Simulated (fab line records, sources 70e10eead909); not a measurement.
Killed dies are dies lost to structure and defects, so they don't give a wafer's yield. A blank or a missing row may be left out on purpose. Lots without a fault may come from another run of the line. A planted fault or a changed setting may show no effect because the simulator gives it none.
Chamber matching | flow nand_harc | NHARC_A_CHANNEL_FILL_D2_STRIP_28 on rie_diel-06: 4 sister chambers
The step strips in O2, time 20 s. 20 wafers are shown with their chamber, then 10 later ones without.

WAFERS WITH THEIR CHAMBER
wafer  | chamber | drypump_motor_current_A (A) | rf_vpp_V (V) | oes_product_au (a.u.)
L076.2 | 2       | 6.0                         | 58.2         | 0.994
L076.3 | 3       | 5.2                         | 57.4         | 1.001
L076.4 | 1       | 5.7                         | 57.6         | 0.995
L081.1 | 3       | 5.2                         | 58.7         | 1.004
L081.3 | 1       | 5.8                         | 58.6         | 1.004
L081.6 | 1       | 5.8                         | 57.0         | 0.993
L082.1 | 1       | 5.7                         | 57.0         | 0.992
L082.2 | 2       | 6.0                         | 57.8         | 0.995
L082.4 | 0       | 5.6                         | 58.3         | 1.003
L083.1 | 2       | 6.0                         | 58.2         | 1.007
L083.5 | 1       | 5.8                         | 56.1         | 1.002
L083.6 | 2       | 6.0                         | 58.3         | 1.001
L084.2 | 1       | 5.7                         | 57.6         | 0.992
L084.3 | 3       | 5.2                         | 58.6         | 0.993
L084.5 | 2       | 6.1                         | 57.3         | 0.990
L085.2 | 3       | 5.3                         | 56.7         | 0.989
L085.4 | 0       | 5.6                         | 57.2         | 0.991
L085.5 | 0       | 5.6                         | 58.0         | 0.981
L088.1 | 0       | 5.6                         | 56.3         | 0.997
L088.3 | 2       | 6.0                         | 58.8         | 0.998

SIGNATURES (means of the wafers above)
reading                 | chamber 0 | chamber 1 | chamber 2 | chamber 3 | scatter within a chamber
drypump_motor_current_A | 5.600     | 5.750     | 6.017     | 5.225     | 0.0439
rf_vpp_V                | 57.450    | 57.317    | 58.100    | 57.850    | 0.79
oes_product_au          | 0.99300   | 0.99633   | 0.99750   | 0.99675   | 0.00674
Rule: a wafer's distance from a chamber is the root of the sum, over the readings, of the square of ((its reading less the chamber's mean) divided by the reading's scatter). The wafer belongs to the nearest chamber; if the next one is less than 2 further off, it can't be placed. The scatter: the root of (the sum of the squares of (reading less its chamber's mean) over the shown wafers, divided by (wafers less chambers)).

WAFERS WITHOUT THEIR CHAMBER
wafer  | drypump_motor_current_A (A) | rf_vpp_V (V) | oes_product_au (a.u.)
L088.4 | 5.7                         | 58.1         | 1.003
L090.1 | 5.7                         | 58.6         | 0.998
L090.3 | 6.0                         | 59.1         | 0.998
L090.5 | 5.3                         | 57.2         | 0.994
L095.1 | 5.6                         | 56.5         | 0.995
L095.2 | 5.7                         | 56.5         | 0.985
L095.5 | 5.2                         | 56.7         | 0.994
L096.1 | 5.7                         | 57.6         | 0.983
L096.3 | 6.0                         | 57.9         | 1.004
L096.6 | 5.6                         | 56.6         | 0.992

WHICH CHAMBER EACH WENT THROUGH
wafer  | from the rows above     | in truth
L088.4 | can't be placed: 1 or 0 | 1
L090.1 | can't be placed: 1 or 0 | 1
L090.3 | 2                       | 2
L090.5 | 3                       | 3
L095.1 | 0                       | 0
L095.2 | can't be placed: 1 or 0 | 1
L095.5 | 3                       | 3
L096.1 | can't be placed: 1 or 0 | 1
L096.3 | 2                       | 2
L096.6 | 0                       | 0
Placed correctly: 6 of 10. Can't be placed from these rows: 4 (the true chamber is among the candidates in 4). Placed wrongly: 0.
